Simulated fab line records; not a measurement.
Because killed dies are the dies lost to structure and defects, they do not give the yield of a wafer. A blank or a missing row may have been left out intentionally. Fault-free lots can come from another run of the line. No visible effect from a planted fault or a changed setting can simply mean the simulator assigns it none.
fab line records + flow nandHarc + part 1 of 2: steps 1 to 3 of 6
record:
- lots: 22
- wafers: 66
- lastDay: 25
route steps=1159 shown A_CONTACT@902
lots that met no fault: from a run of the same line without faults
startH: the number of hours between the record's first day and the start of the first shown wafer of the lot + waitH: time in hours since the lot's previous step + " as in the row above + L1.1+2: a row that stands for several wafers + - no value present, or no start provided + * or withheld: withheld + < > ~ a bound
route shown NAME@n: names a module that has steps shown in the file, with the first one's number in the route + usual: average and standard deviation across the fault-free wafers + same: alike in all rows + chamber/n: place in a boat + sites: per-site readings + _std_site: standard deviation of those values + _edge_site: mean of outer sites minus mean of inner sites + radiusMm: for every site, how far away it sits from the centre of the wafer + mask NAME#n: copy n + behind: the most recent tool/chamber to have shaped the wafer + hold: what put the lot on hold/how long, in hours/how the hold closed + device: transistor that didn't switch, given as n, p or np + end of line: the tests these same wafers got at the end of their route + a step with no rows: only its recipe + killed: dies that structure and defects cost at the first sort, which is not the same as the wafer's yield + map: shows each die of a wafer: x if killed, . if not, _ if none is there
set.NAME: the run value of the setting; set.NAME@STEP: its run value at that earlier step + model.NAME: the simulator's own value behind a step, which no gauge read
a sample of lots followed through the steps of the route, with each step as a table and each wafer as a row
services: the hour from which a tool's chamber was out of use, counted from the record's first day as startH (under 0 if before that day), plus the number of hours and why
== steps ==
step: NHARC_A_CONTACT_ETCH_77
recipe:
- targetDepthA: 726
- timeS: 36.3
- cf4FlowSccm: 100
- chf3FlowSccm: 30
- arFlowSccm: 0
- rfW: 500
- biasW: 200
- chemistry: CF4/CHF3
usual:
- biasW: 200.0/0.55
- drypumpMotorCurrentA: 5.7/0.48
- mfcArSccm: 0.016/0.012
- oesProductAu: 0.938/0.021
- rfVppV: 370.2/1.9
- showerheadPlenumPTorr: 1.56/0.051
- throttleValvePct: 16.802/0.0091
| lot.wafer | tool       | chamber | startH | waitH | biasW | drypumpMotorCurrentA | mfcArSccm | oesProductAu | rfHoursCounterH | rfVppV | showerheadPlenumPTorr | throttleValvePct |
|-----------|------------|---------|--------|-------|-------|----------------------|-----------|--------------|-----------------|--------|-----------------------|------------------|
| L075.4    | rieDiel-02 | 0       | -      | -     | 200.1 | 6.0                  | 0         | 0.913        | 18              | 367.5  | 1.50                  | 16.811           |
| L075.1    | "          | 1       | "      | "     | 199.7 | 6.2                  | 0.018     | 0.932        | 18              | 369.4  | 1.55                  | 16.794           |
| L075.6    | "          | 0       | "      | "     | 200.9 | 6.0                  | 0         | 0.922        | -               | 366.8  | 1.50                  | 16.812           |
| L074.2    | rieDiel-04 | 3       | -      | -     | 199.6 | 6.6                  | 0         | 0.924        | 17              | 372.6  | 1.63                  | 16.804           |
| L074.1    | "          | 2       | "      | "     | 199.6 | 5.7                  | 0.022     | 0.936        | 15              | 370.4  | 1.52                  | 16.802           |
| L074.5    | "          | 3       | "      | "     | 200.3 | 6.5                  | 0         | 0.924        | -               | 372.4  | 1.63                  | 16.786           |
| L076.3    | rieDiel-04 | 3       | -      | -     | 199.0 | 6.5                  | 0         | 0.979        | 19              | 371.4  | 1.63                  | 16.790           |
| L076.4    | "          | 0       | "      | "     | 200.1 | 4.8                  | 0.027     | 0.975        | 20              | 366.4  | 1.48                  | 16.805           |
| L076.5    | "          | 3       | "      | "     | 199.0 | 6.5                  | 0         | 0.975        | -               | 373.1  | 1.63                  | 16.805           |
| L078.3    | rieDiel-04 | 2       | -      | -     | 199.4 | 5.7                  | 0.022     | 0.915        | 18              | 368.3  | 1.52                  | 16.801           |
| L078.4    | "          | 3       | "      | "     | 199.1 | 6.5                  | 0         | 0.924        | 21              | 372.3  | 1.63                  | 16.806           |
| L078.1    | "          | 0       | "      | "     | 200.0 | 4.8                  | 0.027     | 0.941        | 22              | 368.3  | 1.48                  | 16.786           |
| L079.1    | rieDiel-02 | 0       | -      | -     | 200.2 | 6.0                  | 0         | 0.911        | 25              | 367.5  | 1.50                  | 16.802           |
| L079.4    | "          | 2       | "      | "     | 199.5 | 5.8                  | 0.016     | 0.902        | 22              | 370.5  | 1.58                  | 16.801           |
| L079.5    | "          | 3       | "      | "     | 199.6 | 5.3                  | 0.028     | 0.917        | -               | 369.8  | 1.54                  | 16.818           |
| L080.1    | rieDiel-04 | 2       | -      | -     | 199.9 | 5.8                  | 0.022     | 0.924        | 21              | 369.2  | 1.52                  | 16.809           |
| L080.3    | "          | 0       | "      | "     | 199.7 | 4.8                  | 0.027     | 0.918        | 25              | 368.4  | 1.48                  | 16.807           |
| L080.4    | "          | 2       | "      | "     | 199.4 | 5.8                  | 0.022     | 0.925        | -               | 368.7  | 1.52                  | 16.796           |
| L081.3    | rieDiel-02 | 1       | -      | -     | 199.8 | 6.2                  | 0.018     | 0.933        | 34              | 369.4  | 1.55                  | 16.788           |
| L081.1    | "          | 3       | "      | "     | 201.3 | 5.3                  | 0.028     | 0.905        | 30              | 369.0  | 1.54                  | 16.801           |
| L081.6    | "          | 1       | "      | "     | 200.8 | 6.2                  | 0.018     | 0.937        | -               | 370.1  | 1.55                  | 16.811           |
| L082.2    | rieDiel-02 | 2       | -      | -     | 199.7 | 5.8                  | 0.016     | 0.944        | 35              | 370.5  | 1.58                  | 16.813           |
| L082.1    | "          | 3       | "      | "     | 200.1 | 5.2                  | 0.028     | 0.956        | 33              | 369.7  | 1.54                  | 16.809           |
| L082.4    | "          | 1       | "      | "     | 200.4 | 6.2                  | 0.018     | 0.970        | 38              | 370.5  | 1.55                  | 16.797           |
| L083.2    | rieDiel-04 | 3       | -      | -     | 200.2 | 6.6                  | 0         | 0.958        | 22              | 374.4  | 1.63                  | 16.809           |
| L083.4    | "          | 0       | "      | "     | 200.5 | 4.8                  | 0.027     | 0.917        | 29              | 367.9  | 1.48                  | 16.818           |
| L083.1    | "          | 1       | "      | "     | 199.8 | 5.7                  | 0.016     | 0.909        | 26              | 371.2  | 1.61                  | 16.789           |
| L084.4    | rieDiel-02 | 2       | -      | -     | 199.6 | 5.8                  | 0.016     | 0.901        | 36              | 370.0  | 1.58                  | 16.801           |
| L084.6    | "          | 1       | "      | "     | 200.7 | 6.2                  | 0.018     | 0.953        | -               | 368.6  | 1.55                  | 16.820           |
| L084.5    | "          | 2       | "      | "     | 199.7 | 5.8                  | 0.016     | 0.912        | -               | 369.7  | 1.58                  | 16.774           |
| L086.1    | rieDiel-02 | 2       | -      | -     | 199.8 | 5.7                  | 0.016     | 0.927        | 40              | 371.1  | 1.58                  | 16.812           |
| L086.3    | "          | 3       | "      | "     | 199.8 | 5.3                  | 0.028     | 0.936        | 38              | 370.4  | 1.54                  | 16.806           |
| L086.5    | "          | 3       | "      | "     | 199.9 | 5.3                  | 0.028     | 0.941        | -               | 368.9  | 1.54                  | 16.802           |
| L088.3    | rieDiel-02 | 3       | -      | -     | 200.1 | 5.3                  | 0.028     | 0.945        | 39              | 368.9  | 1.54                  | 16.802           |
| L088.1    | "          | 0       | "      | "     | 200.4 | 6.0                  | 0         | 0.948        | 41              | 368.9  | 1.50                  | 16.805           |
| L088.5    | "          | 2       | "      | "     | 199.9 | 5.7                  | 0.016     | 0.968        | -               | 370.1  | 1.58                  | 16.798           |
| L087.1    | rieDiel-04 | 1       | -      | -     | 200.6 | 5.7                  | 0.016     | 0.912        | 29              | 372.8  | 1.61                  | 16.826           |
| L087.6    | "          | 1       | "      | "     | 199.7 | 5.7                  | 0.016     | 0.921        | -               | 370.9  | 1.61                  | 16.804           |
| L087.5    | "          | 2       | "      | "     | 199.7 | 5.7                  | 0.022     | 0.913        | -               | 368.8  | 1.52                  | 16.804           |
| L089.1    | rieDiel-07 | 1       | -      | -     | 199.6 | 5.7                  | 0         | 0.913        | 24              | 371.5  | 1.59                  | 16.789           |
| L089.2    | "          | 2       | "      | "     | 200.8 | 5.9                  | 0.039     | 0.927        | 24              | 370.0  | 1.56                  | 16.790           |
| L089.6    | "          | 1       | "      | "     | 200.0 | 5.6                  | 0         | 0.932        | -               | 370.7  | 1.59                  | 16.794           |
| L092.2    | rieDiel-04 | 0       | -      | -     | 199.7 | 4.8                  | 0.027     | 0.953        | 2               | 366.2  | 1.48                  | 16.800           |
| L092.1    | "          | 1       | "      | "     | 199.4 | 5.7                  | 0.016     | 0.944        | 2               | 372.0  | 1.61                  | 16.805           |
| L092.3    | "          | 3       | "      | "     | 200.7 | 6.5                  | 0         | 0.958        | 2               | 372.5  | 1.63                  | 16.810           |
| L090.3    | rieDiel-07 | 2       | -      | -     | 199.0 | 6.0                  | 0.039     | 0.980        | 26              | 371.6  | 1.56                  | 16.803           |
| L090.1    | "          | 0       | "      | "     | 200.9 | 5.5                  | 0.017     | 0.989        | 25              | 371.4  | 1.61                  | 16.779           |
| L090.6    | "          | 3       | "      | "     | 200.3 | 6.2                  | 0         | 0.959        | -               | 372.7  | 1.63                  | 16.799           |
| L091.4    | rieDiel-04 | 2       | -      | -     | 200.9 | 5.8                  | 0.022     | 0.951        | 3               | 369.6  | 1.52                  | 16.816           |
| L091.6    | "          | 3       | "      | "     | 200.1 | 6.5                  | 0         | 0.953        | -               | 372.0  | 1.63                  | 16.797           |
| L091.5    | "          | 0       | "      | "     | 200.5 | 4.8                  | 0.027     | 0.980        | -               | 368.9  | 1.48                  | 16.781           |
| L093.2    | rieDiel-02 | 0       | -      | -     | 199.9 | 6.0                  | 0         | 0.932        | 59              | 366.5  | 1.49                  | 16.804           |
| L093.3    | "          | 1       | "      | "     | 200.3 | 6.2                  | 0.018     | 0.938        | 61              | 369.1  | 1.54                  | 16.795           |
| L093.6    | "          | 1       | "      | "     | 200.4 | 6.2                  | 0.018     | 0.943        | -               | 369.3  | 1.54                  | 16.806           |
| L094.2    | rieDiel-07 | 1       | -      | -     | 199.2 | 5.7                  | 0         | 0.937        | 31              | 371.7  | 1.59                  | 16.802           |
| L094.4    | "          | 2       | "      | "     | 199.5 | 5.9                  | 0.039     | 0.958        | 32              | 369.0  | 1.56                  | 16.806           |
| L094.5    | "          | 1       | "      | "     | 200.0 | 5.6                  | 0         | 0.953        | -               | 370.5  | 1.59                  | 16.803           |
| L096.1    | rieDiel-04 | 1       | -      | -     | 201.0 | 5.7                  | 0.016     | 0.917        | 7               | 370.9  | 1.61                  | 16.801           |
| L096.3    | "          | 2       | "      | "     | 199.8 | 5.7                  | 0.022     | 0.921        | 6               | 369.4  | 1.52                  | 16.796           |
| L096.2    | "          | 3       | "      | "     | 200.6 | 6.6                  | 0         | 0.925        | 7               | 372.1  | 1.63                  | 16.802           |
| L095.3    | rieDiel-07 | 1       | -      | -     | 200.5 | 5.7                  | 0         | 0.960        | 35              | 372.7  | 1.59                  | 16.810           |
| L095.5    | "          | 1       | "      | "     | 199.7 | 5.6                  | 0         | 0.960        | -               | 371.3  | 1.59                  | 16.800           |
| L095.6    | "          | 2       | "      | "     | 200.1 | 6.0                  | 0.039     | 0.961        | -               | 372.0  | 1.55                  | 16.805           |
| L097.3    | rieDiel-07 | 0       | -      | -     | 199.9 | 5.5                  | 0.017     | 0.972        | 38              | 371.7  | 1.61                  | 16.809           |
| L097.4    | "          | 1       | "      | "     | 200.6 | 5.6                  | 0         | 0.960        | 39              | 372.1  | 1.59                  | 16.802           |
| L097.6    | "          | 0       | "      | "     | 200.6 | 5.5                  | 0.017     | 0.969        | -               | 371.3  | 1.61                  | 16.789           |
step: NHARC_A_CONTACT_ETCH_78
recipe:
- targetDepthA: 28000
- overEtchFrac: 0.3
- timeS: 728
- ionEnergyEv: 150
- o2FlowSccm: 400
- cosFlowSccm: 20
- arFlowSccm: 0
- rfW: 500
- biasW: 300
- chemistry: O2/COS
usual:
- biasW: 300.0/0.98
- drypumpMotorCurrentA: 5.8/0.47
- mfcArSccm: 0.016/0.012
- oesProductAu: 0.998/0.012
- rfVppV: 313.9/1.7
- showerheadPlenumPTorr: 3.10/0.1
- throttleValvePct: 28.330/0.0092
| lot.wafer | tool       | chamber | startH | waitH | biasW | drypumpMotorCurrentA | mfcArSccm | oesProductAu | rfHoursCounterH | rfVppV | showerheadPlenumPTorr | throttleValvePct |
|-----------|------------|---------|--------|-------|-------|----------------------|-----------|--------------|-----------------|--------|-----------------------|------------------|
| L075.1    | rieDiel-02 | 0       | -      | -     | 300.4 | 6.0                  | 0         | 1.006        | 18              | 311.8  | 2.98                  | 28.336           |
| L075.4    | "          | 2       | "      | "     | 299.3 | 5.8                  | 0.016     | 0.985        | 15              | 314.5  | 3.14                  | 28.347           |
| L075.6    | "          | 0       | "      | "     | 301.8 | 6.0                  | 0         | 0.992        | -               | 310.4  | 2.98                  | 28.336           |
| L074.2    | rieDiel-04 | 1       | -      | -     | 298.4 | 5.7                  | 0.016     | 0.986        | 15              | 315.8  | 3.20                  | 28.338           |
| L074.1    | "          | 3       | "      | "     | 300.7 | 6.6                  | 0         | 0.995        | 17              | 316.4  | 3.24                  | 28.327           |
| L074.5    | "          | 1       | "      | "     | 299.0 | 5.7                  | 0.016     | 0.987        | -               | 315.6  | 3.20                  | 28.329           |
| L076.4    | rieDiel-04 | 1       | -      | -     | 298.8 | 5.7                  | 0.016     | 0.985        | 16              | 316.7  | 3.19                  | 28.331           |
| L076.3    | "          | 2       | "      | "     | 298.8 | 5.8                  | 0.022     | 0.983        | 17              | 312.6  | 3.02                  | 28.329           |
| L076.5    | "          | 0       | "      | "     | 302.1 | 4.8                  | 0.027     | 1.000        | -               | 312.2  | 2.94                  | 28.309           |
| L078.1    | rieDiel-04 | 1       | -      | -     | 298.5 | 5.7                  | 0.016     | 0.995        | 18              | 314.6  | 3.19                  | 28.348           |
| L078.4    | "          | 2       | "      | "     | 299.3 | 5.8                  | 0.022     | 0.991        | 18              | 311.8  | 3.02                  | 28.325           |
| L078.3    | "          | 3       | "      | "     | 300.4 | 6.6                  | 0         | 0.992        | 21              | 315.5  | 3.24                  | 28.321           |
| L079.4    | rieDiel-02 | 2       | -      | -     | 300.4 | 5.8                  | 0.016     | 0.985        | 22              | 315.7  | 3.14                  | 28.345           |
| L079.1    | "          | 0       | "      | "     | 297.9 | 6.0                  | 0         | 1.003        | 26              | 313.1  | 2.98                  | 28.311           |
| L079.5    | "          | 2       | "      | "     | 300.0 | 5.8                  | 0.016     | 0.991        | -               | 314.0  | 3.14                  | 28.321           |
| L080.3    | rieDiel-04 | 0       | -      | -     | 298.7 | 4.8                  | 0.027     | 1.002        | 25              | 312.4  | 2.94                  | 28.338           |
| L080.1    | "          | 2       | "      | "     | 300.3 | 5.8                  | 0.022     | 1.004        | 22              | 312.5  | 3.02                  | 28.317           |
| L080.4    | "          | 2       | "      | "     | 300.3 | 5.8                  | 0.022     | 0.998        | -               | 314.9  | 3.02                  | 28.324           |
| L081.1    | rieDiel-02 | 0       | -      | -     | 298.0 | 6.0                  | 0         | 0.998        | 33              | 313.5  | 2.98                  | 28.338           |
| L081.3    | "          | 3       | "      | "     | 300.5 | 5.3                  | 0.028     | 0.975        | 30              | 311.7  | 3.05                  | 28.343           |
| L081.6    | "          | 0       | "      | "     | 300.5 | 6.0                  | 0         | 1.002        | -               | 313.4  | 2.98                  | 28.337           |
| L082.1    | rieDiel-02 | 2       | -      | -     | 300.3 | 5.8                  | 0.016     | 0.990        | 35              | 313.8  | 3.13                  | 28.324           |
| L082.4    | "          | 3       | "      | "     | 298.2 | 5.3                  | 0.028     | 0.990        | 33              | 313.4  | 3.05                  | 28.330           |
| L082.2    | "          | 1       | "      | "     | 300.7 | 6.2                  | 0.018     | 1.012        | 38              | 312.5  | 3.07                  | 28.334           |
| L083.2    | rieDiel-04 | 2       | -      | -     | 300.0 | 5.8                  | 0.022     | 1.000        | 25              | 311.6  | 3.02                  | 28.326           |
| L083.4    | "          | 3       | "      | "     | 300.1 | 6.6                  | 0         | 0.998        | 22              | 315.4  | 3.24                  | 28.340           |
| L083.1    | "          | 1       | "      | "     | 299.2 | 5.7                  | 0.016     | 0.988        | 26              | 315.3  | 3.19                  | 28.322           |
| L084.4    | rieDiel-02 | 1       | -      | -     | 301.3 | 6.2                  | 0.018     | 1.016        | 39              | 312.7  | 3.07                  | 28.316           |
| L084.6    | "          | 1       | "      | "     | 300.5 | 6.2                  | 0.018     | 1.022        | -               | 312.4  | 3.07                  | 28.324           |
| L084.5    | "          | 2       | "      | "     | 299.3 | 5.8                  | 0.016     | 0.994        | -               | 313.6  | 3.13                  | 28.338           |
| L086.3    | rieDiel-02 | 2       | -      | -     | 298.9 | 5.8                  | 0.016     | 0.984        | 41              | 314.3  | 3.13                  | 28.328           |
| L086.1    | "          | 0       | "      | "     | 299.6 | 6.0                  | 0         | 0.988        | 40              | 312.7  | 2.97                  | 28.318           |
| L086.5    | "          | 2       | "      | "     | 300.2 | 5.8                  | 0.016     | 0.976        | -               | 314.2  | 3.13                  | 28.332           |
| L088.3    | rieDiel-02 | 1       | -      | -     | 301.0 | 6.2                  | 0.018     | 1.013        | 44              | 312.8  | 3.07                  | 28.329           |
| L088.1    | "          | 2       | "      | "     | 302.4 | 5.8                  | 0.016     | 0.979        | 42              | 314.6  | 3.13                  | 28.333           |
| L088.5    | "          | 0       | "      | "     | 299.7 | 6.0                  | 0         | 0.986        | -               | 310.3  | 2.97                  | 28.347           |
| L087.1    | rieDiel-04 | 2       | -      | -     | 300.7 | 5.7                  | 0.022     | 0.981        | 29              | 314.8  | 3.02                  | 28.323           |
| L087.5    | "          | 2       | "      | "     | 299.2 | 5.7                  | 0.022     | 0.990        | -               | 313.3  | 3.02                  | 28.336           |
| L087.6    | "          | 3       | "      | "     | 301.3 | 6.6                  | 0         | 0.995        | -               | 315.4  | 3.24                  | 28.325           |
| L089.2    | rieDiel-07 | 2       | -      | -     | 299.0 | 5.9                  | 0.039     | 1.011        | 24              | 313.4  | 3.09                  | 28.334           |
| L089.1    | "          | 3       | "      | "     | 299.9 | 6.2                  | 0         | 0.984        | 22              | 316.2  | 3.24                  | 28.339           |
| L089.6    | "          | 2       | "      | "     | 301.0 | 6.0                  | 0.039     | 1.009        | -               | 313.8  | 3.09                  | 28.334           |
| L092.2    | rieDiel-04 | 3       | -      | -     | 299.6 | 6.5                  | 0         | 0.995        | 2               | 318.1  | 3.24                  | 28.338           |
| L092.1    | "          | 0       | "      | "     | 301.0 | 4.8                  | 0.027     | 1.000        | 2               | 312.7  | 2.94                  | 28.326           |
| L092.3    | "          | 1       | "      | "     | 298.1 | 5.7                  | 0.016     | 0.982        | 2               | 314.7  | 3.19                  | 28.326           |
| L090.3    | rieDiel-07 | 3       | -      | -     | 301.7 | 6.2                  | 0         | 0.988        | 24              | 317.1  | 3.24                  | 28.328           |
| L090.1    | "          | 0       | "      | "     | 299.5 | 5.5                  | 0.017     | 1.001        | 25              | 317.1  | 3.19                  | 28.333           |
| L090.6    | "          | 1       | "      | "     | 300.2 | 5.7                  | 0         | 1.009        | -               | 313.9  | 3.16                  | 28.328           |
| L091.4    | rieDiel-04 | 3       | -      | -     | 301.3 | 6.6                  | 0         | 0.987        | 4               | 316.7  | 3.24                  | 28.352           |
| L091.5    | "          | 1       | "      | "     | 302.0 | 5.7                  | 0.016     | 0.997        | -               | 314.2  | 3.19                  | 28.333           |
| L091.6    | "          | 2       | "      | "     | 300.5 | 5.8                  | 0.022     | 0.978        | -               | 312.1  | 3.01                  | 28.333           |
| L093.2    | rieDiel-02 | 3       | -      | -     | 300.2 | 5.3                  | 0.028     | 0.989        | 58              | 311.5  | 3.04                  | 28.336           |
| L093.3    | "          | 1       | "      | "     | 300.8 | 6.2                  | 0.018     | 1.015        | 62              | 313.2  | 3.06                  | 28.339           |
| L093.6    | "          | 0       | "      | "     | 299.0 | 6.1                  | 0         | 1.009        | -               | 310.4  | 2.96                  | 28.320           |
| L094.2    | rieDiel-07 | 1       | -      | -     | 300.6 | 5.7                  | 0         | 1.012        | 31              | 314.8  | 3.15                  | 28.326           |
| L094.4    | "          | 2       | "      | "     | 300.3 | 5.9                  | 0.039     | 1.014        | 32              | 313.7  | 3.09                  | 28.323           |
| L094.5    | "          | 0       | "      | "     | 299.3 | 5.5                  | 0.017     | 1.001        | -               | 316.1  | 3.19                  | 28.336           |
| L096.3    | rieDiel-04 | 2       | -      | -     | 298.9 | 5.8                  | 0.022     | 0.994        | 6               | 311.2  | 3.01                  | 28.335           |
| L096.1    | "          | 3       | "      | "     | 300.6 | 6.6                  | 0         | 1.003        | 7               | 316.9  | 3.23                  | 28.333           |
| L096.2    | "          | 1       | "      | "     | 299.2 | 5.7                  | 0.016     | 0.996        | 7               | 315.0  | 3.18                  | 28.348           |
| L095.3    | rieDiel-07 | 1       | -      | -     | 301.0 | 5.6                  | 0         | 1.013        | 36              | 314.1  | 3.15                  | 28.322           |
| L095.6    | "          | 2       | "      | "     | 300.9 | 5.9                  | 0.039     | 1.014        | -               | 314.8  | 3.08                  | 28.337           |
| L095.5    | "          | 3       | "      | "     | 300.2 | 6.2                  | 0         | 1.000        | -               | 315.4  | 3.23                  | 28.331           |
| L097.3    | rieDiel-07 | 0       | -      | -     | 300.0 | 5.5                  | 0.017     | 1.003        | 39              | 315.3  | 3.19                  | 28.325           |
| L097.4    | "          | 1       | "      | "     | 301.3 | 5.7                  | 0         | 1.009        | 39              | 313.9  | 3.15                  | 28.333           |
| L097.6    | "          | 3       | "      | "     | 301.1 | 6.2                  | 0         | 0.999        | -               | 316.2  | 3.23                  | 28.318           |
step: NHARC_A_CONTACT_ETCH_131
recipe:
- sourceW: withheld
- pressureMtorr: 20
- biasV: 1200
- timeS: 155
- targetDepthA: 9560
- arFlowSccm: withheld
- c4f8FlowSccm: withheld
- o2FlowSccm: withheld
- chemistry: C4F8/O2/Ar
| lot.wafer | tool          | chamber | startH | waitH | rfHoursCounterH |
|-----------|---------------|---------|--------|-------|-----------------|
| L075.1    | harCapEtch-03 | 1       | 381.86 | 0.1   | 80              |
| L075.4    | "             | 1       | "      | "     | -               |
| L075.6    | "             | 0       | "      | "     | -               |
| L074.1    | harCapEtch-01 | 0       | 382.87 | 0.1   | 57              |
| L074.2    | "             | 1       | "      | "     | 57              |
| L074.5    | "             | 0       | "      | "     | -               |
| L076.3    | harCapEtch-03 | 1       | 391.51 | 0.1   | -               |
| L076.4    | "             | 0       | "      | "     | -               |
| L076.5    | "             | 1       | "      | "     | -               |
| L078.1    | harCapEtch-03 | 0       | 401.18 | 0.1   | 85              |
| L078.4    | "             | 1       | "      | "     | -               |
| L078.3    | "             | 0       | "      | "     | -               |
| L079.1    | harCapEtch-01 | 0       | 405.91 | 0.1   | 61              |
| L079.4    | "             | 0       | "      | "     | -               |
| L079.5    | "             | 0       | "      | "     | -               |
| L080.1    | harCapEtch-03 | 0       | 418.99 | 0.1   | 88              |
| L080.4    | "             | 1       | "      | "     | -               |
| L080.3    | "             | 0       | "      | "     | -               |
| L081.1    | harCapEtch-01 | 1       | 422.77 | 0.1   | 63              |
| L081.3    | "             | 1       | "      | "     | -               |
| L081.6    | "             | 1       | "      | "     | -               |
| L082.1    | harCapEtch-02 | 0       | 435.15 | 0.1   | 19              |
| L082.2    | "             | 1       | "      | "     | 19              |
| L082.4    | "             | 1       | "      | "     | -               |
| L083.1    | harCapEtch-01 | 0       | 436.91 | 0.1   | 66              |
| L083.2    | "             | 1       | "      | "     | 66              |
| L083.4    | "             | 0       | "      | "     | -               |
| L084.4    | harCapEtch-03 | 0       | 437.19 | 0.1   | -               |
| L084.5    | "             | 0       | "      | "     | -               |
| L084.6    | "             | 1       | "      | "     | -               |
| L086.1    | harCapEtch-02 | 0       | 447.32 | 0.1   | 23              |
| L086.3    | "             | 0       | "      | "     | -               |
| L086.5    | "             | 1       | "      | "     | -               |
| L088.1    | harCapEtch-03 | 0       | 450.16 | 0.1   | 94              |
| L088.3    | "             | 1       | "      | "     | -               |
| L088.5    | "             | 1       | "      | "     | -               |
| L087.1    | harCapEtch-02 | 1       | 450.86 | 0.1   | 25              |
| L087.5    | "             | 0       | "      | "     | -               |
| L087.6    | "             | 1       | "      | "     | -               |
| L089.2    | harCapEtch-03 | 1       | 487.70 | 0.1   | 97              |
| L089.1    | "             | 0       | "      | "     | 97              |
| L089.6    | "             | 0       | "      | "     | -               |
| L092.1    | harCapEtch-02 | 1       | 488.83 | 0.1   | 28              |
| L092.2    | "             | 0       | "      | "     | 28              |
| L092.3    | "             | 0       | "      | "     | -               |
| L090.1    | harCapEtch-03 | 0       | 493.46 | 0.1   | 99              |
| L090.3    | "             | 0       | "      | "     | -               |
| L090.6    | "             | 0       | "      | "     | -               |
| L091.4    | harCapEtch-02 | 1       | 495.46 | 0.1   | -               |
| L091.5    | "             | 1       | "      | "     | -               |
| L091.6    | "             | 0       | "      | "     | -               |
| L093.2    | harCapEtch-02 | 0       | 500.32 | 0.1   | 31              |
| L093.3    | "             | 0       | "      | "     | -               |
| L093.6    | "             | 1       | "      | "     | -               |
| L094.2    | harCapEtch-03 | 1       | 503.38 | 0.1   | 101             |
| L094.4    | "             | 0       | "      | "     | -               |
| L094.5    | "             | 0       | "      | "     | -               |
| L096.1    | harCapEtch-01 | 1       | 506.27 | 0.1   | 78              |
| L096.2    | "             | 0       | "      | "     | 78              |
| L096.3    | "             | 1       | "      | "     | -               |
| L095.3    | harCapEtch-01 | 0       | 512.05 | 0.1   | -               |
| L095.6    | "             | 0       | "      | "     | -               |
| L095.5    | "             | 1       | "      | "     | -               |
| L097.3    | harCapEtch-03 | 0       | 521.66 | 0.1   | -               |
| L097.4    | "             | 1       | "      | "     | -               |
| L097.6    | "             | 0       | "      | "     | -               |
